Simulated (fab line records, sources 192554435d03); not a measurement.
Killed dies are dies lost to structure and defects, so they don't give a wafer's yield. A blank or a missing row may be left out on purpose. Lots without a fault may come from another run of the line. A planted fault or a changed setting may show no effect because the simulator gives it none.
Chamber matching | flow n5_finfet | N5_BEOL_M3_ILD_DEP_00 on pecvd-01: 3 sister chambers
The step deposits SiOC from DEMS/O2, target thk 79 nm, time 15.3 s. 6 wafers are shown with their chamber, then 7 later ones without.

WAFERS WITH THEIR CHAMBER
wafer  | chamber | heater_power_w (W) | throttle_valve_pct (%)
L080.4 | 0       | 524                | 11.3
L083.4 | 0       | 511                | 11.7
L083.5 | 1       | 405                | 12.8
L083.6 | 2       | 586                | 12.1
L087.1 | 2       | 545                | 11.2
L087.2 | 1       | 439                | 12.8

WAFERS WITHOUT THEIR CHAMBER
wafer  | heater_power_w (W) | throttle_valve_pct (%)
L087.3 | 479                | 11.3
L093.1 | 490                | 11.6
L093.4 | 610                | 11.2
L093.6 | 487                | 11.6
L092.1 | 472                | 12.9
L092.4 | 521                | 11.1
L092.5 | 476                | 13.0

WHICH CHAMBER EACH WENT THROUGH
wafer  | from the rows above     | in truth
L087.3 | 0                       | 0
L093.1 | 0                       | 0
L093.4 | can't be placed: 2 or 0 | 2
L093.6 | 0                       | 0
L092.1 | can't be placed: 1 or 0 | 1
L092.4 | can't be placed: 0 or 2 | 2
L092.5 | can't be placed: 1 or 0 | 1
Placed correctly: 3 of 7. Can't be placed from these rows: 4 (the true chamber is among the candidates in 4). Placed wrongly: 0.
How it was worked out, from the rows above alone: a wafer's distance from a chamber is the root of the sum, over the readings, of the square of ((its reading less the chamber's mean) divided by the reading's scatter). The wafer belongs to the nearest chamber; if the next one is less than 2 further off, it can't be placed. A chamber's mean is the mean of its shown wafers. The scatter: the root of (the sum of the squares of (reading less its chamber's mean) over the shown wafers, divided by (wafers less chambers)).
